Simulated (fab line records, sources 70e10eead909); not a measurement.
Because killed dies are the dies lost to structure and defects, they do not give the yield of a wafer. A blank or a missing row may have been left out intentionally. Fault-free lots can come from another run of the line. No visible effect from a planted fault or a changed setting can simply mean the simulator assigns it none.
fab line records | flow nandHarc
record lots=5 | wafers=15 | lastDay=33
route steps=1302 shown P_ZERO_WELL@44 END@1302
lots that met no fault: taken from a fault-free run of the same line
startH: hours from the record's opening day to when the first of the lot's shown wafers began | waitH: hours from the lot's prior step to this one | " identical to the entry in the row above | L1.1+2: a single row standing in for several wafers | - no value present, or no start provided | * or withheld: withheld | < > ~ a bound
route shown NAME@n: names a module that has steps shown in the file, with the first one's number in the route | usual: average and standard deviation across the fault-free wafers | same: alike in all rows | chamber/n: place in a boat | sites: each site's reading | _std_site: how widely they spread, as a standard deviation | _edge_site: inner sites' mean taken away from outer sites' mean | radiusMm: how far each site lies from the wafer's centre | mask NAME#n: copy n | behind: tool/chamber where the wafer was last shaped | hold: the reason the lot was held/the length of the hold in hours/how it ended | device: transistor that didn't switch, given as n, p or np | end of line: tests of these same wafers at the route's end | step lacking rows: just its recipe | killed: the dies lost at the first sort to structure and to defects; this is not the yield of the wafer | map: per-die view of a wafer (x killed, . not killed, _ where there is no die)
set.NAME: the setting as run; set.NAME@STEP: as run at that earlier step | model.NAME: the simulator's own value behind a step, which no gauge read
a table for each step, a row for each wafer; lots at some steps of the route
services: when a tool's chamber went out of use (startH, in hours from the record's first day, below 0 if earlier), for how many hours, and the reason
## steps
# step NHARC_P_ZERO_WELL_CD_MEAS_37
# recipe targetCdNm=720 | landingEnergyEv=500
# usual cdNm=720.5/1.6
lot.wafer | tool     | chamber | startH | waitH | cdNm
L803.1    | cdSem-02 | 0       | 54.15  | -     | 722.3
L803.2    | "        | 0       | "      | "     | 722.3
L803.6    | "        | 0       | "      | "     | 720.9
L807.1    | cdSem-01 | 0       | 94.13  | -     | 720.4
L807.5    | "        | 0       | "      | "     | 720.3
L807.6    | "        | 0       | "      | "     | 719.0
L817.3    | cdSem-01 | 0       | 194.38 | -     | 722.4
L817.4    | "        | 0       | "      | "     | 718.9
L817.5    | "        | 0       | "      | "     | 720.1
L821.1    | cdSem-02 | 0       | 234.10 | -     | 720.9
L821.4    | "        | 0       | "      | "     | 720.2
L821.5    | "        | 0       | "      | "     | 719.5
L822.1    | cdSem-01 | 0       | 244.23 | -     | 720.5
L822.2    | "        | 0       | "      | "     | 720.5
L822.3    | "        | 0       | "      | "     | 721.0
# step NHARC_P_ZERO_WELL_HARDBAKE_38
# recipe tempC=125 | timeS=80
# step NHARC_P_ZERO_WELL_DESCUM_39
# recipe timeS=3 | o2FlowSccm=200 | arFlowSccm=0 | biasPowerW=0 | chemistry=O2
# usual drypumpMotorCurrentA=5.9/0.46 | oesProductAu=1.000/0.0069 | rfVppV=57.8/0.82 | showerheadPlenumPTorr=1.89/0.084 | throttleValvePct=11.312/0.0095
# same timeS=3
lot.wafer | tool       | chamber | startH | waitH | drypumpMotorCurrentA | oesProductAu | rfHoursCounterH | rfVppV | showerheadPlenumPTorr | throttleValvePct
L803.2    | rieDiel-04 | 3       | 54.31  | -     | 5.7                  | 0.986        | 15              | 57.2   | 1.83                  | 11.331
L803.1    | "          | 1       | "      | "     | 6.4                  | 0.990        | 10              | 58.1   | 1.94                  | 11.301
L803.6    | "          | 3       | "      | "     | 5.7                  | 0.998        | -               | 58.1   | 1.83                  | 11.310
L807.1    | rieDiel-04 | 0       | 94.33  | -     | 5.4                  | 1.004        | 26              | 58.0   | 1.90                  | 11.297
L807.5    | "          | 1       | "      | "     | 6.4                  | 1.000        | -               | 58.2   | 1.94                  | 11.310
L807.6    | "          | 2       | "      | "     | 6.0                  | 1.001        | -               | 57.1   | 1.84                  | 11.309
L817.4    | rieDiel-10 | 2       | 194.56 | -     | 6.4                  | 1.002        | 46              | 58.7   | 1.86                  | 11.321
L817.3    | "          | 3       | "      | "     | 5.3                  | 0.983        | 33              | 57.6   | 1.95                  | 11.310
L817.5    | "          | 1       | "      | "     | 5.8                  | 1.009        | -               | 59.2   | 2.06                  | 11.306
L821.4    | rieDiel-04 | 3       | 234.43 | -     | 5.7                  | 0.984        | 14              | 58.5   | 1.82                  | 11.295
L821.1    | "          | 0       | "      | "     | 5.4                  | 0.990        | 16              | 55.5   | 1.89                  | 11.302
L821.5    | "          | 3       | "      | "     | 5.7                  | 1.006        | -               | 58.3   | 1.82                  | 11.324
L822.1    | rieDiel-03 | 1       | 244.39 | -     | 5.2                  | 1.012        | 38              | 57.5   | 1.77                  | 11.309
L822.3    | "          | 3       | "      | "     | 6.0                  | 1.013        | 37              | 57.9   | 1.99                  | 11.306
L822.2    | "          | 0       | "      | "     | 6.1                  | 1.011        | 40              | 56.6   | 1.77                  | 11.307
# step NHARC_P_ZERO_WELL_IMPLANT_40
# recipe energyKev=300 | doseCm2=1e+13 | tiltDeg=7
# step NHARC_P_ZERO_WELL_IMPLANT_59
# recipe energyKev=120 | doseCm2=5e+12 | tiltDeg=7
# step NHARC_P_ZERO_WELL_IMPLANT_60
# recipe energyKev=30 | doseCm2=2e+12 | tiltDeg=7
# step NHARC_P_ZERO_WELL_STRIP_41
# recipe timeS=840 | tempC=130 | chemistry=SPM
# step NHARC_P_ZERO_WELL_DEHYDRATE_44
# recipe tempC=150 | timeS=120
# step NHARC_P_ZERO_WELL_HMDS_45
# recipe timeS=30
# step NHARC_P_ZERO_WELL_COAT_46
# recipe spinRpm=withheld
# step NHARC_P_ZERO_WELL_SOFTBAKE_47
# recipe tempC=122 | timeS=95
# step NHARC_P_ZERO_WELL_EBR_48
# step NHARC_P_ZERO_WELL_EXPOSE_49
# recipe na=0.6 | targetCdNm=2000 | doseMj=22.64 | maskId=P_HVPW
lot.wafer  | tool          | chamber | startH | waitH | mask
L803.1+2+6 | krfScanner-02 | 0       | 55.63  | -     | P_HVPW#0
L807.1+5+6 | krfScanner-01 | 0       | 95.61  | -     | P_HVPW_R1#0
L817.3+4+5 | krfScanner-02 | 0       | 195.87 | -     | P_HVPW#0
L821.1+4+5 | krfScanner-03 | 0       | 235.73 | -     | P_HVPW#0
L822.1+2+3 | krfScanner-01 | 0       | 245.71 | -     | P_HVPW#0
# step NHARC_P_ZERO_WELL_PEB_50
# recipe pebTempC=118 | pebTimeS=85
# step NHARC_P_ZERO_WELL_DEVELOP_51
# recipe timeS=70
# step NHARC_P_ZERO_WELL_CD_MEAS_52
# recipe targetCdNm=2000 | landingEnergyEv=500
# usual cdNm=2000.3/1.3
lot.wafer | tool     | chamber | startH | waitH | cdNm
L803.1    | cdSem-01 | 0       | 55.79  | -     | 1999.8
L803.2    | "        | 0       | "      | "     | 1999.5
L803.6    | "        | 0       | "      | "     | 1999.5
L807.1    | cdSem-03 | 0       | 95.77  | -     | 1899.7
L807.5    | "        | 0       | "      | "     | 1898.4
L807.6    | "        | 0       | "      | "     | 1899.2
L817.3    | cdSem-01 | 0       | 196.02 | -     | 2000.4
L817.4    | "        | 0       | "      | "     | 1999.8
L817.5    | "        | 0       | "      | "     | 1999.8
L821.1    | cdSem-01 | 0       | 235.89 | -     | 2000.6
L821.4    | "        | 0       | "      | "     | 1999.3
L821.5    | "        | 0       | "      | "     | 1999.9
L822.1    | cdSem-03 | 0       | 245.86 | -     | 2001.0
L822.2    | "        | 0       | "      | "     | 2000.7
L822.3    | "        | 0       | "      | "     | 2000.2
# step NHARC_P_ZERO_WELL_HARDBAKE_53
# recipe tempC=125 | timeS=80
# step NHARC_P_ZERO_WELL_DESCUM_54
# recipe timeS=3 | o2FlowSccm=200 | arFlowSccm=0 | biasPowerW=0 | chemistry=O2
# usual drypumpMotorCurrentA=6.0/0.47 | oesProductAu=1.000/0.006 | rfVppV=57.7/0.96 | showerheadPlenumPTorr=1.91/0.088 | throttleValvePct=11.311/0.0088
# same timeS=3
lot.wafer | tool       | chamber | startH | waitH | drypumpMotorCurrentA | oesProductAu | rfHoursCounterH | rfVppV | showerheadPlenumPTorr | throttleValvePct | model.P_ZERO_WELL.cdNm
L803.2    | rieDiel-10 | 1       | 55.97  | -     | 5.8                  | 0.998        | 63              | 58.0   | 1.77                  | 11.306           | 1999
L803.1    | "          | 2       | "      | "     | 6.3                  | 0.989        | 55              | 58.1   | 1.87                  | 11.313           | 1999
L803.6    | "          | 0       | "      | "     | 5.9                  | 1.003        | -               | 58.1   | 1.95                  | 11.315           | 1999
L807.1    | rieDiel-03 | 1       | 95.96  | -     | 5.2                  | 0.998        | 51              | 55.5   | 1.78                  | 11.321           | 1900
L807.6    | "          | 2       | "      | "     | 6.9                  | 0.996        | -               | 59.1   | 1.99                  | 11.321           | 1899
L807.5    | "          | 1       | "      | "     | 5.2                  | 1.012        | -               | 56.1   | 1.78                  | 11.286           | 1899
L817.4    | rieDiel-10 | 2       | 196.17 | -     | 6.4                  | 1.000        | 46              | 57.4   | 1.86                  | 11.307           | 2000
L817.3    | "          | 1       | "      | "     | 5.8                  | 1.004        | 49              | 57.8   | 2.06                  | 11.304           | 2000
L817.5    | "          | 3       | "      | "     | 5.3                  | 0.993        | -               | 58.0   | 1.95                  | 11.302           | 2000
L821.4    | rieDiel-03 | 3       | 236.05 | -     | 6.0                  | 1.004        | 35              | 57.2   | 1.99                  | 11.310           | 1999
L821.1    | "          | 1       | "      | "     | 5.2                  | 1.003        | 36              | 58.4   | 1.77                  | 11.328           | 2001
L821.5    | "          | 0       | "      | "     | 6.1                  | 0.994        | -               | 57.3   | 1.77                  | 11.313           | 2000
L822.1    | rieDiel-03 | 1       | 246.30 | -     | 5.2                  | 0.993        | 39              | 57.0   | 1.77                  | 11.329           | 2001
L822.3    | "          | 2       | "      | "     | 6.8                  | 1.004        | 36              | 56.8   | 1.98                  | 11.314           | 2000
L822.2    | "          | 3       | "      | "     | 6.0                  | 0.996        | 38              | 56.9   | 1.99                  | 11.318           | 2000
# step NHARC_P_ZERO_WELL_IMPLANT_55
# recipe energyKev=180 | doseCm2=8e+11 | tiltDeg=7
# step NHARC_END_SORT_01
# recipe tempC=25
# usual killedAtArray=63/18 | killedAtOther=1.1/1.3 | killedAtPeriphery=4.3/2.8 | killedDies=68/18 | killedOpen=3.3/2 | killedShort=2.4/1.6
# same grossDies=677
lot.wafer | tool      | chamber | startH | waitH | killedAtArray | killedAtOther | killedAtPeriphery | killedDies | killedOpen | killedShort
L803.1    | prober-01 | 0       | 592.32 | 2.6   | 87            | 0             | 3                 | 90         | 3          | 2
L803.2    | prober-01 | 0       | 593.11 | 2.8   | 82            | 0             | 7                 | 89         | 8          | 3
L803.6    | prober-01 | 0       | 596.25 | 3.9   | 78            | 0             | 3                 | 81         | 4          | 2
L807.1    | prober-02 | 0       | 729.10 | 2.5   | 76            | 1             | 4                 | 81         | 5          | 1
L807.5    | prober-02 | 0       | 732.25 | 3.7   | 72            | 1             | 2                 | 75         | 2          | 4
L807.6    | prober-02 | 0       | 733.04 | 3.9   | 63            | 2             | 1                 | 66         | 1          | 0
L817.3    | prober-02 | 0       | 754.10 | 3.1   | 77            | 0             | 3                 | 80         | 0          | 2
L817.4    | prober-02 | 0       | 754.89 | 3.4   | 80            | 0             | 6                 | 86         | 2          | 2
L817.5    | prober-02 | 0       | 755.69 | 3.7   | 61            | 0             | 3                 | 64         | 1          | 4
L821.1    | prober-01 | 0       | 783.62 | 2.5   | 63            | 3             | 3                 | 69         | 3          | 0
L821.4    | prober-01 | 0       | 785.98 | 3.3   | 61            | 3             | 4                 | 68         | 4          | 0
L821.5    | prober-01 | 0       | 786.77 | 3.6   | 55            | 2             | 3                 | 60         | 3          | 1
L822.1    | prober-02 | 0       | 789.95 | 2.5   | 78            | 0             | 1                 | 79         | 2          | 2
L822.2    | prober-02 | 0       | 790.74 | 2.8   | 65            | 1             | 6                 | 72         | 2          | 3
L822.3    | prober-02 | 0       | 791.53 | 3.1   | 67            | 0             | 3                 | 70         | 2          | 3
# killed by level:class
L803.1 A_CHANNEL_HOLE_D1:chamberFilmFlake=31 A_SLIT:chamberFilmFlake=23 A_CHANNEL_HOLE_D2:chamberFilmFlake=10 A_CONTACT:chamberFilmFlake=9 A_STAIRCASE:chamberFilmFlake=8 P_ZERO_WELL:chamberFilmFlake=2 P_M2:geometricParticle:short=1 A_CHANNEL_FILL_D1:geometricParticle:open=1
L803.2 A_CHANNEL_HOLE_D1:chamberFilmFlake=33 A_SLIT:chamberFilmFlake=24 A_CHANNEL_HOLE_D2:chamberFilmFlake=6 A_STAIRCASE:chamberFilmFlake=5 A_CONTACT:chamberFilmFlake=5 A_DECK1_JOINT:geometricParticle:open=2 P_GATE:chamberFilmFlake=2 P_ZERO_WELL:geometricParticle:open=1
L803.6 A_CHANNEL_HOLE_D1:chamberFilmFlake=35 A_SLIT:chamberFilmFlake=19 A_CHANNEL_HOLE_D2:chamberFilmFlake=8 A_STAIRCASE:chamberFilmFlake=4 A_CONTACT:chamberFilmFlake=4 A_CHANNEL_FILL_D1:geometricParticle:open=3 P_GATE:chamberFilmFlake=2 A_DECK1_JOINT:geometricParticle:short=1
L807.1 A_CHANNEL_HOLE_D2:chamberFilmFlake=31 A_SLIT:chamberFilmFlake=31 A_CONTACT:chamberFilmFlake=4 A_STAIRCASE:chamberFilmFlake=3 A_CHANNEL_HOLE_D1:chamberFilmFlake=2 A_DECK1_JOINT:chamberFilmFlake=2 P_STI:geometricParticle:open=1 P_M0:geometricParticle:open=1
L807.5 A_CHANNEL_HOLE_D2:chamberFilmFlake=35 A_SLIT:chamberFilmFlake=25 A_CONTACT:chamberFilmFlake=3 A_CHANNEL_HOLE_D1:chamberFilmFlake=2 A_CHANNEL_FILL_D1:geometricParticle:short=1 A_CHANNEL_FILL_D1:geometricParticle:open=1 A_CHANNEL_HOLE_D2:geometricParticle:short=1 A_CHANNEL_FILL_D2:geometricParticle:short=1
L807.6 A_SLIT:chamberFilmFlake=28 A_CHANNEL_HOLE_D2:chamberFilmFlake=27 A_STAIRCASE:chamberFilmFlake=3 A_CONTACT:chamberFilmFlake=2 THIN_TSV:chamberFilmFlake=2 A_ONON_D2:geometricParticle:open=1 P_M1:chamberFilmFlake=1 A_CHANNEL_FILL_D1:chamberFilmFlake=1
L817.3 A_CHANNEL_HOLE_D1:chamberFilmFlake=34 A_SLIT:chamberFilmFlake=28 A_CONTACT:chamberFilmFlake=6 A_STAIRCASE:chamberFilmFlake=3 P_CONTACT:chamberFilmFlake=2 A_CHANNEL_FILL_D1:chamberFilmFlake=2 A_CONTACT:geometricParticle:short=1 A_BLC:geometricParticle:short=1
L817.4 A_SLIT:chamberFilmFlake=33 A_CHANNEL_HOLE_D1:chamberFilmFlake=30 P_CONTACT:chamberFilmFlake=4 A_STAIRCASE:chamberFilmFlake=3 A_SGD_CUT:chamberFilmFlake=3 A_CONTACT:chamberFilmFlake=3 A_DECK1_JOINT:chamberFilmFlake=2 P_M0:geometricParticle:open=1
L817.5 A_CHANNEL_HOLE_D1:chamberFilmFlake=28 A_SLIT:chamberFilmFlake=21 A_WL_FILL:geometricParticle:short=3 A_CONTACT:chamberFilmFlake=3 P_CONTACT:chamberFilmFlake=2 A_SGD_CUT:chamberFilmFlake=2 A_ONON_D2:geometricParticle:short=1 A_M0:geometricParticle:open=1
L821.1 A_SLIT:chamberFilmFlake=30 A_CHANNEL_HOLE_D1:chamberFilmFlake=14 A_CONTACT:chamberFilmFlake=8 A_CHANNEL_HOLE_D2:chamberFilmFlake=5 HYBRID_BOND:chamberFilmFlake=3 P_GATE:chamberFilmFlake=2 A_CHANNEL_FILL_D2:geometricParticle:open=1 A_CONTACT:geometricParticle:open=1
L821.4 A_SLIT:chamberFilmFlake=30 A_CONTACT:chamberFilmFlake=9 A_CHANNEL_HOLE_D1:chamberFilmFlake=4 A_DECK1_JOINT:chamberFilmFlake=4 A_CHANNEL_FILL_D1:chamberFilmFlake=3 HYBRID_BOND:chamberFilmFlake=3 A_WL_FILL:chamberFilmFlake=3 A_CHANNEL_FILL_D1:geometricParticle:open=2
L821.5 A_SLIT:chamberFilmFlake=23 A_CONTACT:chamberFilmFlake=12 A_CHANNEL_HOLE_D1:chamberFilmFlake=11 A_WL_FILL:chamberFilmFlake=3 P_M1:chamberFilmFlake=2 HYBRID_BOND:chamberFilmFlake=2 A_ONON_D1:geometricParticle:open=1 A_WL_FILL:geometricParticle:short=1
L822.1 A_SLIT:chamberFilmFlake=25 A_CHANNEL_HOLE_D2:chamberFilmFlake=23 A_CHANNEL_HOLE_D1:chamberFilmFlake=15 A_STAIRCASE:chamberFilmFlake=7 A_ONON_D1:geometricParticle:open=1 A_CHANNEL_HOLE_D2:geometricParticle:open=1 A_CHANNEL_FILL_D2:geometricParticle:short=1 A_SGD_CUT:geometricParticle:short=1
L822.2 A_CHANNEL_HOLE_D1:chamberFilmFlake=20 A_CHANNEL_HOLE_D2:chamberFilmFlake=18 A_SLIT:chamberFilmFlake=13 A_STAIRCASE:chamberFilmFlake=7 A_WL_FILL:chamberFilmFlake=2 A_CONTACT:chamberFilmFlake=2 P_STI:geometricParticle:open=1 P_GATE:geometricParticle:short=1
L822.3 A_CHANNEL_HOLE_D2:chamberFilmFlake=24 A_SLIT:chamberFilmFlake=22 A_CHANNEL_HOLE_D1:chamberFilmFlake=7 A_STAIRCASE:chamberFilmFlake=5 A_CONTACT:chamberFilmFlake=3 A_ONON_D2:geometricParticle:short=1 A_SGD_CUT:geometricParticle:short=1 A_WL_FILL:geometricParticle:open=1
## services
tool          | chamber | startH | hours | kind
rieDiel-03    | -       | 45.44  | 0.2   | repair
krfScanner-02 | -       | 45.54  | 2.6   | repair
krfScanner-03 | -       | 52.00  | 4.0   | pm
rieDiel-03    | -       | 55.62  | 0.6   | repair
rieDiel-10    | 3       | 59.14  | 19.2  | repair
rieDiel-10    | -       | 65.50  | 9.0   | pm
krfScanner-03 | -       | 70.43  | 0.5   | repair
rieDiel-10    | 3       | 86.91  | 19.8  | repair
krfScanner-02 | -       | 86.95  | 0.8   | repair
krfScanner-01 | -       | 90.61  | 1.0   | repair
rieDiel-03    | 0       | 93.59  | 3.4   | repair
krfScanner-02 | -       | 94.00  | 4.0   | pm
rieDiel-03    | -       | 106.33 | 9.0   | pm
krfScanner-01 | -       | 114.51 | 0.7   | repair
krfScanner-01 | -       | 119.17 | 0.4   | repair
krfScanner-01 | -       | 129.02 | 3.1   | repair
krfScanner-02 | -       | 134.52 | 1.6   | repair
krfScanner-01 | -       | 140.00 | 4.0   | pm
rieDiel-03    | 0       | 143.23 | 1.2   | repair
rieDiel-10    | -       | 148.78 | 1.0   | repair
rieDiel-04    | -       | 178.03 | 9.0   | pm
krfScanner-02 | -       | 198.93 | 1.2   | repair
rieDiel-10    | 0       | 223.34 | 2.7   | repair
rieDiel-10    | -       | 242.52 | 9.0   | pm
## key
firstSign step=NHARC_P_ZERO_WELL_EXPOSE_49 | reading=mask | direction=changed
effect step=NHARC_P_ZERO_WELL_CD_MEAS_52 | reading=cdNm | direction=down | sigmas=81 | usual=2000.3 | struck=1899.1
modelEffect step=NHARC_P_ZERO_WELL_DESCUM_54 | value=P_ZERO_WELL.cdNm | without=2002 | struck=1900
metAt NHARC_P_ZERO_WELL_EXPOSE_49
struckWafers L807.1,L807.5,L807.6
testerLeftOut L807
fault kind=wrongMask | tool=any | chamber=- | onsetH=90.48 | steps=NHARC_P_ZERO_WELL_EXPOSE_49 | auxCopy=P_HVPW_R1#0 | cdOffsetNm=-102.09 | scope=struckLotsOnly
# testerLeftOut: of these lots the tester's yield and bins aren't shown, on N5 and GAA mostly nor the transistor test; their killed dies are dies lost to structure and defects alone, not to doping, threshold or leakage, so they don't give the yield
